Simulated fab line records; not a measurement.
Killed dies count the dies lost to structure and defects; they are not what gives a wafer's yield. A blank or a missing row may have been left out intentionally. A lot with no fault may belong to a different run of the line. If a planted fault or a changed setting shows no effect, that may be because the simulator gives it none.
fab line records    flow nand_harc
record: lots: 13  wafers: 39  last_day: 33
route steps=1302 shown A_WL_FILL@971 A_CONTACT@983 END@1302
lots that met no fault: from a run of the same line without faults
start_h: hours from the record's opening day to when the first of the lot's shown wafers began    wait_h: time in hours since the lot's previous step    " same as the row above    L1.1+2: several wafers, shown together as one row    - either no value or no given start    * or withheld: withheld    < > ~ a bound
route shown NAME@n: NAME is a module with steps in the file, n the number in the route of the first one    usual: the fault-free wafers' mean and standard deviation    same: alike in all rows    chamber/n: place in a boat    sites: the reading at each site    _std_site: standard deviation of those values    _edge_site: inner sites' mean taken away from outer sites' mean    radius_mm: how far each site lies from the wafer's centre    mask NAME#n: copy n    behind: the last tool/chamber to shape the wafer    hold: why the lot went on hold/how many hours it stayed there/how the hold came to an end    device: the transistor (n, p or np) that didn't switch    end of line: the route-end tests of the same wafers    for a step that has no rows: nothing shown but its recipe    killed: count of dies lost to structure and defects at first sort (not the wafer's yield)    map: dies across one wafer; x = killed, . = not, _ = none there
set.NAME: setting as actually run; set.NAME@STEP: the setting as run at that earlier step    model.NAME: the simulator's own value behind a step, which no gauge read
a sample of lots followed through the steps of the route, with each step as a table and each wafer as a row
services: from which hour (start_h, from the record's first day; less than 0 if before it) a tool's chamber was out of use, for how many hours, and why
== steps ==
step: NHARC_A_WL_FILL_CVD_23
recipe: target_thk_a: 400  temp_c: 620  pressure_mtorr: 200  time_s: 800  material: poly-Si
usual: spike_tc_bottom_C: 643.5/1.1  spike_tc_upper_C: 620.3/1.1  zone_power_top_pct: 18.2/0.39
lot.wafer  tool           chamber  start_h  wait_h  spike_tc_bottom_C  spike_tc_upper_C  zone_power_top_pct
L105.1     lpcvd_poly-03  0        475.38   2.4     644.5              620.6             18.3
L105.2     "              0        "        "       644.3              620.4             17.9
L105.5     "              0        "        "       643.0              618.4             17.7
L106.1     lpcvd_poly-03  0        525.32   32.3    641.9              620.7             17.9
L106.2     "              0        "        "       645.6              619.4             18.1
L106.3     "              0        "        "       643.2              620.5             18.2
L110.2     lpcvd_poly-02  0        527.55   2.4     643.3              621.2             18.3
L110.4     "              0        "        "       642.6              621.9             18.5
L110.5     "              0        "        "       641.9              621.1             18.3
L115.3     lpcvd_poly-02  0        578.86   2.6     642.2              621.5             18.6
L115.4     "              0        "        "       644.2              621.4             18.0
L115.5     "              0        "        "       643.4              622.0             18.2
L120.1     lpcvd_poly-03  0        613.17   2.4     642.8              619.9             17.8
L120.4     "              0        "        "       644.4              620.9             18.4
L120.6     "              0        "        "       643.7              620.8             17.8
L113.2     lpcvd_poly-03  0        613.20   34.4    642.5              618.6             18.1
L113.3     "              0        "        "       644.1              619.4             18.1
L113.4     "              0        "        "       642.8              619.6             18.1
L114.2     lpcvd_poly-03  0        613.20   31.4    644.8              623.2             18.2
L114.4     "              0        "        "       644.4              619.8             17.6
L114.6     "              0        "        "       644.1              621.2             17.8
L118.1     lpcvd_poly-02  0        617.05   2.4     640.5              622.3             18.2
L118.4     "              0        "        "       640.9              621.8             18.1
L118.6     "              0        "        "       643.0              619.9             18.5
L121.1     lpcvd_poly-01  0        636.70   2.4     643.0              619.4             19.0
L121.4     "              0        "        "       641.3              619.3             19.0
L121.5     "              0        "        "       644.6              619.9             18.8
L124.1     lpcvd_poly-03  0        658.17   2.2     642.9              619.5             18.3
L124.5     "              0        "        "       644.8              620.3             18.3
L124.6     "              0        "        "       644.2              621.7             17.6
L122.1     lpcvd_poly-02  0        671.76   3.0     641.9              621.1             18.2
L122.4     "              0        "        "       643.4              621.6             18.1
L122.6     "              0        "        "       644.0              621.0             18.1
L126.1     lpcvd_poly-03  0        693.58   2.4     644.7              620.6             17.7
L126.2     "              0        "        "       643.4              619.5             17.8
L126.4     "              0        "        "       643.5              620.9             17.8
L128.2     lpcvd_poly-03  0        693.58   2.3     643.6              619.8             17.9
L128.5     "              0        "        "       644.2              619.4             17.9
L128.6     "              0        "        "       644.4              620.9             17.7
step: NHARC_A_WL_FILL_ALD_19
recipe: target_thk_a: 20  pulse_time_s: 3  ald_cycles: 100  temp_c: 450  material: TiN
usual: heater_power_w: 1094/79  precursor_pulse_height_rel: 1.001/0.021
lot.wafer  tool          chamber  start_h  wait_h  heater_power_w  precursor_pulse_height_rel
L105.1     ald_metal-01  2        478.25   0.1     1038            1.000
L105.2     "             3        "        "       1144            1.025
L105.5     "             1        "        "       951             1.025
L106.2     ald_metal-03  0        528.16   0.1     1131            1.022
L106.1     "             1        "        "       1020            0.950
L106.3     "             3        "        "       1090            0.995
L110.4     ald_metal-02  2        530.41   0.1     1103            1.023
L110.2     "             1        "        "       949             1.001
L110.5     "             3        "        "       1176            1.003
L115.3     ald_metal-02  2        581.76   0.1     1115            0.996
L115.4     "             3        "        "       1145            1.009
L115.5     "             1        "        "       955             1.016
L120.1     ald_metal-01  1        615.99   0.1     984             1.006
L120.4     "             2        "        "       1058            0.970
L120.6     "             2        "        "       1066            1.002
L113.3     ald_metal-01  3        616.06   0.1     1080            1.012
L113.2     "             2        "        "       1021            0.976
L113.4     "             3        "        "       1129            1.006
L114.4     ald_metal-02  3        616.09   0.1     1146            0.999
L114.2     "             0        "        "       1120            1.004
L114.6     "             3        "        "       1144            0.983
L118.4     ald_metal-03  0        619.90   0.1     1070            0.991
L118.1     "             1        "        "       1052            1.002
L118.6     "             0        "        "       1088            1.024
L121.4     ald_metal-02  3        639.55   0.1     1119            1.014
L121.1     "             2        "        "       1081            1.019
L121.5     "             3        "        "       1138            0.998
L124.1     ald_metal-02  0        661.05   0.1     1182            1.046
L124.5     "             3        "        "       1169            1.019
L124.6     "             0        "        "       1165            0.986
L122.1     ald_metal-02  1        674.67   0.1     963             0.991
L122.4     "             2        "        "       1073            1.037
L122.6     "             0        "        "       1172            1.006
L126.1     ald_metal-03  1        696.49   0.1     1027            0.982
L126.2     "             2        "        "       1216            0.969
L126.4     "             2        "        "       1211            0.997
L128.2     ald_metal-02  2        696.49   0.1     1074            1.028
L128.6     "             0        "        "       1172            1.022
L128.5     "             1        "        "       989             0.988
step: NHARC_A_WL_FILL_CMP_12
recipe: t_overpolish_s: 30  target_thk_nm: 100
usual: motor_current_A: 11.7/1.1  overpolish_run_s: 30.000/0.0089  time_to_endpoint_s: 19.1/2
lot.wafer  tool    chamber  start_h  wait_h  motor_current_A  overpolish_run_s  time_to_endpoint_s
L105.2     cmp-04  3        478.63   0.2     12.4             29.999            22.0
L105.1     "       0        "        "       9.8              29.994            22.9
L105.5     "       2        "        "       13.6             30.006            19.5
L106.2     cmp-02  2        528.55   0.2     11.3             30.006            20.3
L106.1     "       3        "        "       10.4             30.001            23.5
L106.3     "       1        "        "       10.6             29.994            24.4
L110.2     cmp-01  0        530.79   0.1     11.5             30.007            16.7
L110.4     "       1        "        "       11.6             30.004            18.4
L110.5     "       0        "        "       12.2             29.993            18.6
L115.4     cmp-01  1        582.17   0.2     11.4             30.006            18.9
L115.3     "       2        "        "       11.4             29.983            20.4
L115.5     "       3        "        "       12.7             30.018            19.5
L120.4     cmp-02  0        616.42   0.1     13.0             30.005            16.1
L120.1     "       1        "        "       10.4             30.008            17.2
L120.6     "       3        "        "       10.4             29.998            17.2
L114.4     cmp-01  0        616.45   0.1     11.3             29.997            20.9
L114.2     "       3        "        "       12.3             30.009            18.4
L114.6     "       0        "        "       12.0             30.006            20.3
L113.2     cmp-04  2        616.72   0.1     13.7             30.003            20.1
L113.4     "       3        "        "       12.9             30.009            20.7
L113.3     "       1        "        "       10.2             29.992            19.5
L118.1     cmp-01  3        620.29   0.2     12.7             30.005            22.1
L118.4     "       0        "        "       12.7             29.983            20.9
L118.6     "       0        "        "       11.1             30.026            19.8
L121.1     cmp-01  2        639.93   0.1     11.5             30.003            16.6
L121.4     "       0        "        "       12.0             30.012            18.0
L121.5     "       2        "        "       11.5             29.992            16.8
L124.1     cmp-02  3        661.57   0.3     10.2             30.005            18.5
L124.5     "       2        "        "       11.3             29.991            16.7
L124.6     "       3        "        "       10.5             30.007            16.9
L122.4     cmp-01  3        675.06   0.2     12.3             29.990            16.7
L122.1     "       0        "        "       11.8             30.010            17.3
L122.6     "       2        "        "       11.0             30.002            18.0
L128.2     cmp-01  3        696.83   0.1     12.0             29.993            21.6
L128.5     "       3        "        "       12.2             30.000            18.3
L128.6     "       0        "        "       11.4             29.986            19.8
L126.2     cmp-04  2        696.88   0.2     12.6             30.007            18.9
L126.4     "       0        "        "       10.1             30.003            20.0
L126.1     "       1        "        "       10.8             30.013            18.5
step: NHARC_A_CONTACT_DEP_24
recipe: target_thk_a: 5000  temp_c: 400  pressure_torr: 6.5  rf_w: 900  teos_flow_sccm: 161.4  flow_sccm: 2650  target_thk_nm: 500  gas: O2  material: SiO2
usual: heater_power_w: 585/82  throttle_valve_pct: 15.8/0.57
lot.wafer  tool      chamber  start_h  wait_h  heater_power_w  throttle_valve_pct
L105.2     pecvd-04  0        479.14   0.1     562             15.7
L105.1     "         1        "        "       572             15.6
L105.5     "         0        "        "       579             15.5
L106.1     pecvd-03  2        529.37   0.4     604             15.5
L106.2     "         0        "        "       685             15.9
L106.3     "         1        "        "       672             15.2
L110.2     pecvd-04  0        531.34   0.1     583             15.8
L110.4     "         0        "        "       441             15.7
L110.5     "         1        "        "       608             15.8
L115.3     pecvd-01  1        582.80   0.2     672             16.5
L115.4     "         2        "        "       660             15.7
L115.5     "         1        "        "       510             16.5
L120.1     pecvd-03  0        616.90   0.1     685             15.6
L120.4     "         0        "        "       516             15.6
L120.6     "         2        "        "       522             15.7
L114.2     pecvd-01  2        617.00   0.1     625             15.6
L114.6     "         2        "        "       645             15.7
L114.4     "         0        "        "       474             15.7
L113.2     pecvd-03  0        617.28   0.1     573             15.7
L113.3     "         1        "        "       619             14.5
L113.4     "         2        "        "       589             15.5
L118.1     pecvd-04  2        620.97   0.2     692             16.8
L118.4     "         0        "        "       574             16.1
L118.6     "         2        "        "       709             16.8
L121.1     pecvd-03  1        640.53   0.1     676             14.7
L121.5     "         1        "        "       536             14.5
L121.4     "         2        "        "       624             15.7
L124.1     pecvd-04  1        662.08   0.1     579             15.9
L124.5     "         2        "        "       659             16.8
L124.6     "         0        "        "       540             15.6
L122.1     pecvd-04  1        675.69   0.2     625             15.9
L122.6     "         0        "        "       495             15.4
L122.4     "         1        "        "       475             15.6
L128.2     pecvd-03  2        697.43   0.1     665             15.8
L128.6     "         2        "        "       690             16.0
L128.5     "         0        "        "       663             15.8
L126.2     pecvd-04  2        697.44   0.1     568             16.4
L126.1     "         0        "        "       433             15.3
L126.4     "         0        "        "       474             15.3
step: NHARC_END_SORT_01
recipe: temp_c: 25
usual: killed_at_array: 50/14  killed_at_other: 0.9/1  killed_at_periphery: 3.9/2.5  killed_dies: 55/15  killed_open: 3.5/1.9  killed_short: 2.5/1.7
same: gross_dies: 677
lot.wafer  tool       chamber  start_h  wait_h  killed_at_array  killed_at_other  killed_at_periphery  killed_dies  killed_open  killed_short
L106.1     prober-02  0        605.43   2.5     47               0                4                    51           4            1
L106.2     prober-02  0        606.22   2.8     51               0                3                    54           4            3
L106.3     prober-02  0        607.02   3.1     53               0                4                    57           3            3
L110.2     prober-01  0        609.79   2.8     54               0                0                    54           3            2
L110.4     prober-01  0        611.40   3.4     39               0                5                    44           3            2
L110.5     prober-01  0        612.20   3.7     36               0                0                    36           2            2
L120.1     prober-02  0        694.21   2.5     49               1                7                    57           4            6
L120.4     prober-02  0        696.57   3.3     56               1                8                    65           6            1
L120.6     prober-02  0        698.15   3.9     45               1                3                    49           3            0
L114.2     prober-02  0        702.27   2.8     47               0                2                    49           3            1
L114.4     prober-02  0        703.89   3.4     40               0                4                    44           7            0
L114.6     prober-02  0        705.51   4.0     53               0                0                    53           4            3
L113.2     prober-01  0        702.35   2.8     44               0                2                    46           1            5
L113.3     prober-01  0        703.14   3.1     50               3                0                    53           6            1
L113.4     prober-01  0        703.93   3.4     50               2                2                    54           4            3
L118.1     prober-02  0        702.96   2.5     59               0                0                    59           5            4
L118.4     prober-02  0        705.38   3.4     56               0                2                    58           3            2
L118.6     prober-02  0        706.99   4.0     39               0                0                    39           1            1
L121.1     prober-01  0        718.64   2.5     62               2                1                    65           3            1
L121.4     prober-01  0        721.03   3.4     71               3                4                    78           5            2
L121.5     prober-01  0        721.83   3.7     64               2                6                    72           4            3
L128.2     prober-02  0        776.69   2.8     70               0                9                    79           1            3
L128.5     prober-02  0        779.11   3.7     64               0                6                    70           6            0
L128.6     prober-02  0        779.91   4.0     84               1                5                    90           2            8
L126.1     prober-01  0        778.47   2.5     19               0                3                    22           1            3
L126.2     prober-01  0        779.27   2.8     23               2                4                    29           9            0
L126.4     prober-01  0        780.85   3.4     23               1                6                    30           4            1
killed by level:class
L106.1 A_SLIT:chamber_film_flake=19 A_CHANNEL_HOLE_D2:chamber_film_flake=11 A_ZERO_WELL:chamber_film_flake=6 P_GATE:chamber_film_flake=4 A_CHANNEL_HOLE_D1:chamber_film_flake=2 A_CONTACT:chamber_film_flake=2 A_CHANNEL_FILL_D1:geometric_particle:open=1 A_DECK1_JOINT:geometric_particle:short=1
L106.2 A_CHANNEL_HOLE_D2:chamber_film_flake=20 A_SLIT:chamber_film_flake=18 P_M0:geometric_particle:short=2 A_ZERO_WELL:chamber_film_flake=2 A_WL_FILL:chamber_film_flake=2 A_CONTACT:chamber_film_flake=2 A_ONON_D2:geometric_particle:open=1 A_ONON_D2:geometric_particle:short=1
L106.3 A_CHANNEL_HOLE_D2:chamber_film_flake=20 A_SLIT:chamber_film_flake=18 P_GATE:chamber_film_flake=3 A_ZERO_WELL:chamber_film_flake=3 A_CONTACT:chamber_film_flake=3 A_M0:geometric_particle:open=2 A_CHANNEL_HOLE_D1:chamber_film_flake=2 P_CONTACT:geometric_particle:open=1
L110.2 A_CHANNEL_HOLE_D1:chamber_film_flake=27 A_CHANNEL_HOLE_D2:chamber_film_flake=11 A_STAIRCASE:chamber_film_flake=3 A_CONTACT:chamber_film_flake=3 A_BLC:chamber_film_flake=2 A_ONON_D1:geometric_particle:open=1 A_CHANNEL_FILL_D1:geometric_particle:short=1 A_CHANNEL_FILL_D2:geometric_particle:open=1
L110.4 A_CHANNEL_HOLE_D1:chamber_film_flake=30 A_CHANNEL_HOLE_D2:chamber_film_flake=6 P_M0:geometric_particle:open=2 P_CONTACT:geometric_particle:open=1 P_M1:geometric_particle:short=1 A_DECK1_JOINT:geometric_particle:short=1 P_CONTACT:chamber_film_flake=1 A_STAIRCASE:chamber_film_flake=1
L110.5 A_CHANNEL_HOLE_D1:chamber_film_flake=15 A_CHANNEL_HOLE_D2:chamber_film_flake=9 A_CONTACT:chamber_film_flake=5 A_STAIRCASE:chamber_film_flake=2 A_ONON_D1:geometric_particle:short=1 A_ONON_D2:geometric_particle:short=1 A_CHANNEL_FILL_D2:geometric_particle:open=1 A_SGD_CUT:geometric_particle:open=1
L120.1 A_SLIT:chamber_film_flake=27 A_CHANNEL_HOLE_D1:chamber_film_flake=7 A_WL_FILL:geometric_particle:short=3 P_M1:chamber_film_flake=3 P_GATE:chamber_film_flake=2 A_STAIRCASE:chamber_film_flake=2 A_WL_FILL:chamber_film_flake=2 P_CONTACT:geometric_particle:short=1
L120.4 A_SLIT:chamber_film_flake=31 A_CHANNEL_HOLE_D1:chamber_film_flake=10 A_WL_FILL:chamber_film_flake=4 P_M1:chamber_film_flake=3 A_ONON_D1:geometric_particle:open=2 A_DECK1_JOINT:chamber_film_flake=2 A_STAIRCASE:chamber_film_flake=2 A_CONTACT:chamber_film_flake=2
L120.6 A_SLIT:chamber_film_flake=20 A_CONTACT:chamber_film_flake=8 A_CHANNEL_HOLE_D1:chamber_film_flake=6 A_STAIRCASE:chamber_film_flake=4 A_ONON_D1:geometric_particle:open=1 A_CHANNEL_FILL_D1:geometric_particle:open=1 A_CHANNEL_HOLE_D2:geometric_particle:open=1 P_STI:chamber_film_flake=1
L114.2 A_SLIT:chamber_film_flake=28 A_CHANNEL_HOLE_D2:chamber_film_flake=5 A_STAIRCASE:chamber_film_flake=5 A_CHANNEL_HOLE_D1:chamber_film_flake=3 A_CONTACT:chamber_film_flake=2 P_M0:geometric_particle:short=1 P_M1:geometric_particle:open=1 A_CHANNEL_FILL_D1:geometric_particle:open=1
L113.2 A_SLIT:chamber_film_flake=24 A_CHANNEL_HOLE_D2:chamber_film_flake=11 A_CHANNEL_HOLE_D1:chamber_film_flake=2 A_ONON_D1:geometric_particle:short=1 A_CHANNEL_FILL_D1:geometric_particle:short=1 A_DECK1_JOINT:geometric_particle:short=1 A_ONON_D2:geometric_particle:short=1 A_ONON_D2:geometric_particle:open=1
L118.1 A_CHANNEL_HOLE_D1:chamber_film_flake=20 A_CHANNEL_HOLE_D2:chamber_film_flake=19 A_BONDPAD:chamber_film_flake=5 A_CONTACT:chamber_film_flake=3 A_STAIRCASE:chamber_film_flake=2 A_ONON_D1:geometric_particle:short=1 A_DECK1_JOINT:geometric_particle:short=1 A_ONON_D2:geometric_particle:open=1
L113.3 A_SLIT:chamber_film_flake=22 A_CHANNEL_HOLE_D2:chamber_film_flake=10 A_CHANNEL_HOLE_D1:chamber_film_flake=6 A_ONON_D2:geometric_particle:open=3 A_CONTACT:chamber_film_flake=3 THIN_TSV:chamber_film_flake=2 A_CHANNEL_HOLE_D1:geometric_particle:open=1 A_CHANNEL_FILL_D1:geometric_particle:open=1
L114.4 A_SLIT:chamber_film_flake=21 A_CHANNEL_HOLE_D2:chamber_film_flake=5 A_CHANNEL_HOLE_D1:chamber_film_flake=4 A_STAIRCASE:chamber_film_flake=3 P_M2:geometric_particle:open=2 A_DECK1_JOINT:chamber_film_flake=2 P_GATE:geometric_particle:open=1 P_CONTACT:geometric_particle:open=1
L113.4 A_SLIT:chamber_film_flake=26 A_CHANNEL_HOLE_D2:chamber_film_flake=10 A_CHANNEL_HOLE_D1:chamber_film_flake=5 A_CONTACT:chamber_film_flake=3 A_ONON_D2:geometric_particle:open=2 P_GATE:geometric_particle:open=1 A_CHANNEL_FILL_D1:geometric_particle:open=1 A_WL_FILL:geometric_particle:short=1
L118.4 A_CHANNEL_HOLE_D1:chamber_film_flake=31 A_CHANNEL_HOLE_D2:chamber_film_flake=11 A_CONTACT:chamber_film_flake=3 A_STAIRCASE:chamber_film_flake=2 A_BONDPAD:chamber_film_flake=2 A_SOURCE_PLATE:geometric_particle:short=1 A_DECK1_JOINT:geometric_particle:short=1 A_DECK1_JOINT:geometric_particle:open=1
L114.6 A_SLIT:chamber_film_flake=26 A_CONTACT:chamber_film_flake=6 A_CHANNEL_HOLE_D1:chamber_film_flake=4 A_DECK1_JOINT:chamber_film_flake=3 A_CHANNEL_HOLE_D2:chamber_film_flake=3 A_WL_FILL:chamber_film_flake=3 A_WL_FILL:geometric_particle:short=2 A_M0:geometric_particle:open=2
L118.6 A_CHANNEL_HOLE_D1:chamber_film_flake=15 A_CHANNEL_HOLE_D2:chamber_film_flake=12 A_STAIRCASE:chamber_film_flake=4 A_CONTACT:chamber_film_flake=3 A_SLIT:chamber_film_flake=2 A_CHANNEL_HOLE_D2:geometric_particle:short=1 A_SGD_CUT:geometric_particle:open=1 A_BONDPAD:chamber_film_flake=1
L121.1 A_SLIT:chamber_film_flake=28 A_CHANNEL_HOLE_D2:chamber_film_flake=10 A_CONTACT:chamber_film_flake=9 A_CHANNEL_HOLE_D1:chamber_film_flake=4 A_CHANNEL_FILL_D1:chamber_film_flake=2 A_CHANNEL_FILL_D2:chamber_film_flake=2 A_STAIRCASE:chamber_film_flake=2 THIN_TSV:chamber_film_flake=2
L121.4 A_SLIT:chamber_film_flake=26 A_CHANNEL_HOLE_D2:chamber_film_flake=22 A_CHANNEL_HOLE_D1:chamber_film_flake=7 A_CONTACT:chamber_film_flake=4 A_STAIRCASE:chamber_film_flake=3 THIN_TSV:chamber_film_flake=3 A_M1:geometric_particle:open=2 P_STI:chamber_film_flake=2
L121.5 A_SLIT:chamber_film_flake=23 A_CHANNEL_HOLE_D2:chamber_film_flake=16 A_CHANNEL_HOLE_D1:chamber_film_flake=8 A_CONTACT:chamber_film_flake=4 P_ZERO_WELL:chamber_film_flake=3 A_CHANNEL_FILL_D2:chamber_film_flake=3 A_M1:geometric_particle:open=2 P_BONDPAD:chamber_film_flake=2
L128.2 A_CHANNEL_HOLE_D2:chamber_film_flake=27 A_SLIT:chamber_film_flake=26 A_CHANNEL_HOLE_D1:chamber_film_flake=11 P_BONDPAD:chamber_film_flake=5 P_STI:chamber_film_flake=3 A_STAIRCASE:chamber_film_flake=2 P_CONTACT:geometric_particle:short=1 A_CHANNEL_FILL_D1:geometric_particle:open=1
L126.1 A_SLIT:chamber_film_flake=7 P_M2:chamber_film_flake=2 A_ZERO_WELL:chamber_film_flake=2 A_CHANNEL_FILL_D1:chamber_film_flake=2 A_CONTACT:chamber_film_flake=2 A_SOURCE_PLATE:geometric_particle:short=1 A_ONON_D2:geometric_particle:short=1 A_M0:geometric_particle:open=1
L128.5 A_SLIT:chamber_film_flake=27 A_CHANNEL_HOLE_D2:chamber_film_flake=19 A_CHANNEL_HOLE_D1:chamber_film_flake=10 P_STI:chamber_film_flake=4 A_CHANNEL_FILL_D1:geometric_particle:open=2 A_CHANNEL_FILL_D2:geometric_particle:open=2 A_WL_FILL:geometric_particle:open=1 A_BLC:geometric_particle:open=1
L126.2 A_SLIT:chamber_film_flake=6 A_CHANNEL_FILL_D1:geometric_particle:open=3 A_CHANNEL_FILL_D1:chamber_film_flake=3 A_M0:geometric_particle:open=2 P_GATE:chamber_film_flake=2 A_STAIRCASE:chamber_film_flake=2 A_CONTACT:chamber_film_flake=2 THIN_TSV:chamber_film_flake=2
L128.6 A_CHANNEL_HOLE_D2:chamber_film_flake=31 A_SLIT:chamber_film_flake=27 A_CHANNEL_HOLE_D1:chamber_film_flake=12 A_STAIRCASE:chamber_film_flake=4 A_M0:geometric_particle:short=3 P_BONDPAD:chamber_film_flake=2 A_CONTACT:chamber_film_flake=2 P_M0:geometric_particle:open=1
L126.4 A_SLIT:chamber_film_flake=9 A_CONTACT:chamber_film_flake=6 P_M0:geometric_particle:open=2 P_GATE:chamber_film_flake=2 A_CHANNEL_FILL_D1:chamber_film_flake=2 A_STAIRCASE:chamber_film_flake=2 A_ONON_D1:geometric_particle:open=1 A_CONTACT:geometric_particle:open=1
== services ==
tool           chamber  start_h  hours  kind
ald_metal-03   -        455.72   0.7    repair
cmp-01         -        470.18   1.4    repair
cmp-01         -        479.50   4.0    pm
cmp-02         -        483.39   0.7    repair
lpcvd_poly-02  -        485.22   26.0   pm
cmp-04         -        493.37   1.6    repair
cmp-04         -        504.20   4.0    pm
ald_metal-03   -        504.80   1.7    repair
cmp-01         -        511.45   0.5    repair
cmp-01         -        522.17   1.5    repair
ald_metal-01   -        526.00   10.0   pm
pecvd-03       -        547.16   13.0   pm
ald_metal-03   -        548.15   1.0    repair
ald_metal-02   0        555.16   17.7   repair
cmp-01         -        561.32   0.4    repair
cmp-02         -        562.73   0.3    repair
cmp-01         -        594.04   0.6    repair
ald_metal-02   -        603.59   0.8    repair
cmp-01         -        613.09   3.3    repair
cmp-01         -        624.82   2.5    repair
pecvd-03       -        627.12   0.3    repair
pecvd-04       -        674.79   0.3    repair
cmp-01         -        675.50   4.0    pm
pecvd-03       -        693.33   1.7    repair
== key ==
first_sign: step: NHARC_A_WL_FILL_CVD_23  reading: wait_h  direction: changed
effect none on later readings
met_at NHARC_A_WL_FILL_CVD_23
struck_lots L106,L113,L114
struck_wafers L106.1,L106.2,L106.3,L113.2,L113.3,L113.4,L114.2,L114.4,L114.6
tester_left_out L106,L113,L114
not_acting_at NHARC_A_WL_FILL_ALD_19,NHARC_A_WL_FILL_CMP_12,NHARC_A_CONTACT_DEP_24
fault: kind: queue_time_violation  tool: lpcvd_poly-01,lpcvd_poly-02,lpcvd_poly-03  chamber: 0  onset_h: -  steps: NHARC_A_WL_FILL_CVD_23  delay_hr: 30  scope: struck_lots_only
tester_left_out: of these lots the tester's yield and bins aren't shown, on N5 and GAA mostly nor the transistor test; their killed dies are dies lost to structure and defects alone, not to doping, threshold or leakage, so they don't give the yield
